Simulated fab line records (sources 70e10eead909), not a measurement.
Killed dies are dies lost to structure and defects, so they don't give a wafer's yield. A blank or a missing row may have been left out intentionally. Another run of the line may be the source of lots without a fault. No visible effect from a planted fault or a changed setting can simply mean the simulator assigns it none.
Which of the tools did it? -- flow nand harc -- Sampling: 24 lots, 72 wafers, 5 of 1159 route steps

== WHAT EACH GAUGE READ, for each wafer ==
NHARC_A_STAIRCASE_INSPECT_155. Usual: 349 for raw defect count, sd 110.
lot,measured,on,raw defect count,flag
L074,day 13 21:50,defect inspect-01,314 393 340,
L076,day 14 13:11,defect inspect-01,553 594 415,
L078,day 14 16:04,defect inspect-02,276 313 167,
L077,day 14 14:08,defect inspect-02,373 264 221,
L079,day 14 15:53,defect inspect-02,579 404 348,
L075,day 14 14:26,defect inspect-01,614 237 284,
L080,day 14 17:14,defect inspect-02,196 214 209,
L082,day 15 20:07,defect inspect-02,227 265 221,
L081,day 15 19:44,defect inspect-01,196 170 191,
L083,day 16 08:49,defect inspect-01,290 600 186,
L084,day 16 10:39,defect inspect-02,333 370 364,
L085,day 16 09:08,defect inspect-02,472 373 759,
L087,day 16 21:54,defect inspect-02,581 375 339,
L086,day 17 14:58,defect inspect-01,484 394 239,
L089,day 17 17:43,defect inspect-01,338 506 205,
L088,day 17 15:41,defect inspect-01,327 589 478,
L090,day 17 22:24,defect inspect-02,346 386 369,
L092,day 17 22:34,defect inspect-02,355 260 393,
L091,day 18 04:11,defect inspect-01,239 381 284,
L093,day 18 09:35,defect inspect-01,353 259 262,
L094,day 18 10:47,defect inspect-02,348 286 403,
L095,day 18 09:27,defect inspect-01,360 314 296,
L096,day 19 04:47,defect inspect-01,308 391 296,
L097,day 19 19:53,defect inspect-02,350 474 244,

NHARC_A_SGD_CUT_CD_MEAS_09: target cd 100 nm. Usual: 99.9 nm for cd nm, sd 0.5.
lot,measured,on,cd nm (nm),flag
L074,day 13 22:37,cd sem-01,99.7 100.2 100.4,
L076,day 14 13:59,cd sem-03,99.8 100.6 100.0,
L078,day 14 16:51,cd sem-01,99.3 99.0 99.8,
L077,day 14 14:56,cd sem-03,100.1 100.6 99.9,
L079,day 14 16:34,cd sem-02,100.4 99.7 100.0,
L075,day 14 15:14,cd sem-02,99.8 99.8 100.3,
L080,day 14 18:02,cd sem-02,100.0 99.2 99.7,
L082,day 15 20:55,cd sem-01,99.6 99.8 99.8,
L081,day 15 20:31,cd sem-02,99.1 99.8 99.6,
L083,day 16 09:37,cd sem-03,100.4 99.4 99.4,
L084,day 16 11:26,cd sem-01,99.3 99.7 99.5,
L085,day 16 09:56,cd sem-03,99.5 99.3 99.7,
L087,day 16 22:41,cd sem-03,99.5 98.6 99.5,
L086,day 17 15:46,cd sem-02,99.6 99.3 100.2,
L089,day 17 18:23,cd sem-03,99.1 100.3 99.5,
L088,day 17 16:29,cd sem-03,99.7 99.7 99.7,
L090,day 17 23:11,cd sem-03,100.2 100.0 99.9,
L092,day 17 23:21,cd sem-03,99.8 99.5 100.1,
L091,day 18 04:51,cd sem-01,100.2 99.9 98.8,
L093,day 18 10:23,cd sem-03,100.1 99.9 99.7,
L094,day 18 11:34,cd sem-01,100.0 100.1 100.3,
L095,day 18 10:07,cd sem-01,100.1 99.1 99.2,
L096,day 19 05:26,cd sem-03,99.6 100.4 99.9,
L097,day 19 20:40,cd sem-02,100.4 100.6 100.4,

NHARC_A_SGD_CUT_OVL_MEAS_10. Usual: overlay x nm 0.0 nm, standard deviation 1.1; overlay y nm 0.1 nm, standard deviation 0.82.
lot,measured,on,overlay x nm (nm),overlay y nm (nm),flag
L074,day 13 22:43,overlay-02,-1.3 -1.4 -1.5,1.5 2.1 1.5,
L076,day 14 14:05,overlay-01,1.9 1.4 1.7,0.0 0.3 0.5,
L078,day 14 16:56,overlay-02,-1.0 -1.3 -1.3,0.1 0.6 -0.2,
L077,day 14 15:01,overlay-01,-0.1 -0.3 0.1,-1.0 -1.1 -0.6,
L079,day 14 16:39,overlay-02,0.8 1.0 0.8,-1.3 -0.3 -0.8,
L075,day 14 15:19,overlay-02,-0.8 -0.7 -0.3,1.8 2.3 2.0,
L080,day 14 18:07,overlay-02,-0.2 -0.2 -0.3,-1.3 -0.7 -1.5,
L082,day 15 20:59,overlay-02,1.4 1.4 2.1,0.3 0.3 -0.3,
L081,day 15 20:37,overlay-01,0.3 0.3 0.3,0.4 0.2 0.2,
L083,day 16 09:43,overlay-02,-0.9 -0.6 -1.3,0.3 0.7 0.7,
L084,day 16 11:32,overlay-02,0.3 -0.1 0.5,-0.3 -0.1 -0.3,
L085,day 16 10:02,overlay-02,-2.0 -1.2 -1.5,-0.3 -1.3 -1.0,
L087,day 16 22:46,overlay-02,0.3 0.6 0.9,-0.9 -0.7 -0.3,
L086,day 17 15:52,overlay-01,0.6 1.0 1.6,0.7 1.0 0.9,
L089,day 17 18:28,overlay-02,-1.0 -1.6 -1.3,0.8 0.9 0.5,
L088,day 17 16:34,overlay-02,-1.1 -0.9 -0.5,-0.7 -0.6 -0.3,
L090,day 17 23:16,overlay-02,-0.1 -0.7 -0.3,0.7 0.6 0.5,
L092,day 17 23:26,overlay-01,-0.9 -0.1 -0.3,-0.2 0.3 -0.2,
L091,day 18 04:56,overlay-02,-0.5 -0.9 -0.9,-0.2 0.8 0.5,
L093,day 18 10:29,overlay-02,1.9 1.0 0.5,-0.5 -0.2 -0.6,
L094,day 18 11:40,overlay-01,1.9 2.0 2.2,-0.4 -0.1 -0.4,
L095,day 18 10:12,overlay-01,-1.1 -1.3 -1.6,-0.4 -0.2 0.0,
L096,day 19 05:32,overlay-01,1.1 1.9 1.2,0.9 0.9 1.7,
L097,day 19 20:46,overlay-01,0.7 -0.1 0.2,0.9 0.2 0.6,

NHARC_A_SGD_CUT_THK_MEAS_22: measures by ellipsometry. Usual: 148.5 nm for thk nm, sd 1.6.
lot,measured,on,thk nm (nm),flag
L074,day 14 05:43,film metro-02,150.9 149.6 147.7,
L076,day 14 20:32,film metro-02,147.2 149.4 149.2,
L078,day 14 20:26,film metro-01,149.8 146.8 147.7,
L077,day 14 20:24,film metro-02,149.6 146.2 150.2,
L079,day 14 20:33,film metro-01,148.1 148.2 148.1,
L075,day 14 20:24,film metro-01,149.7 148.3 150.2,
L080,day 15 01:35,film metro-01,150.7 151.7 148.3,
L082,day 16 05:19,film metro-01,146.1 149.2 148.1,
L081,day 16 05:18,film metro-01,149.4 148.7 148.4,
L083,day 16 15:31,film metro-02,149.6 147.6 147.1,
L084,day 16 15:30,film metro-01,149.5 149.4 148.3,
L085,day 16 15:31,film metro-02,146.5 146.8 148.1,
L087,day 17 04:46,film metro-02,147.1 149.3 147.9,
L086,day 17 22:17,film metro-02,151.1 148.7 143.9,
L089,day 17 22:19,film metro-02,148.6 145.9 150.1,
L088,day 17 22:26,film metro-02,151.1 150.7 149.4,
L090,day 18 05:20,film metro-02,146.8 149.7 146.6,
L092,day 18 05:22,film metro-01,148.1 148.1 146.4,
L091,day 18 10:44,film metro-01,150.4 148.2 150.2,
L093,day 18 16:02,film metro-02,150.7 149.3 147.5,
L094,day 18 16:02,film metro-01,148.4 148.7 148.1,
L095,day 18 16:02,film metro-01,148.0 149.4 148.0,
L096,day 19 13:21,film metro-02,149.3 144.7 148.0,
L097,day 20 01:19,film metro-01,145.1 146.8 146.8,

== TOOL THAT RAN EACH LOT (tool first, then ch and the chambers of the sampled wafers, then the start) ==
lot,NHARC_A_STAIRCASE_DEP_322
L074,"pecvd-02 ch 0,1, day 12 23:48"
L076,"pecvd-02 ch 0,1, day 13 09:50"
L078,"pecvd-01 ch 0,1,2, day 13 18:14"
L077,"pecvd-04 ch 1,2, day 13 18:19"
L079,"pecvd-02 ch 0,1, day 13 18:25"
L075,"pecvd-04 ch 0,1,2, day 13 18:47"
L080,"pecvd-02 ch 0,1,2, day 13 18:48"
L082,"pecvd-01 ch 0,2, day 14 21:05"
L081,"pecvd-04 ch 1,2, day 14 21:11"
L083,"pecvd-04 ch 0,1,2, day 15 07:22"
L084,"pecvd-04 ch 0,2, day 15 11:25"
L085,"pecvd-01 ch 0,2, day 15 11:31"
L087,"pecvd-01 ch 1,2, day 15 20:47"
L086,"pecvd-04 ch 0,1,2, day 16 13:02"
L089,"pecvd-01 ch 1,2, day 16 13:02"
L088,"pecvd-02 ch 0,2, day 16 13:11"
L090,"pecvd-02 ch 0,1, day 17 01:28"
L092,"pecvd-01 ch 0,1,2, day 17 01:43"
L091,"pecvd-01 ch 0,1,2, day 17 06:43"
L093,"pecvd-04 ch 1,2, day 17 13:11"
L094,"pecvd-01 ch 0,1,2, day 17 13:11"
L095,"pecvd-02 ch 0,2, day 17 13:23"
L096,"pecvd-01 ch 1,2, day 18 06:43"
L097,"pecvd-02 ch 1,2, day 18 22:43"
- NHARC_A_STAIRCASE_DEP_322: deposits SiO2, target thk 3800 nm.

== AS READ BY THE TOOLS THEMSELVES (means over the sampled wafers that have a number; for cases with no such wafer, the mark the record gives instead) ==
NHARC_A_STAIRCASE_DEP_322. Usual: heater power w 691 W, standard deviation 78; susceptor temp C 399.97 C, standard deviation 0.22.
lot,tool,heater power w (W),susceptor temp C (C),flag
L074,pecvd-02,645,399.79,
L076,pecvd-02,637,400.29,
L078,pecvd-01,671,400.20,
L077,pecvd-04,760,400.10,
L079,pecvd-02,630,400.00,
L075,pecvd-04,711,399.91,
L080,pecvd-02,688,399.91,
L082,pecvd-01,684,399.77,
L081,pecvd-04,791,400.00,
L083,pecvd-04,715,399.99,
L084,pecvd-04,692,399.99,
L085,pecvd-01,668,399.98,
L087,pecvd-01,649,399.92,
L086,pecvd-04,814,399.79,
L089,pecvd-01,675,400.20,
L088,pecvd-02,657,399.92,
L090,pecvd-02,626,399.84,
L092,pecvd-01,677,399.99,
L091,pecvd-01,675,399.96,
L093,pecvd-04,762,399.90,
L094,pecvd-01,742,399.82,
L095,pecvd-02,676,399.82,
L096,pecvd-01,715,400.17,
L097,pecvd-02,651,399.86,

== THE ANSWER, worked out from the rows above alone ==
Rule: a lot counts as off when the mean over its wafers that have a number is more than 3 standard deviations away from the usual mean. Also off: a lot with no number at a reading for which 4 or more lots have one. Where the step has rows for the other lots, those lots are counted as sound. Order of review: gauges by route order, followed by the tools' own readings, for which a lot's mean as printed above is used. The first step at which some lot is off is used, and at that step the reading that is off furthest; a lot without a number counts as furthest.
Nothing can be told from this: no lot is off at any reading shown.

== WHAT HAD BEEN PUT IN BY THE SIMULATOR ==
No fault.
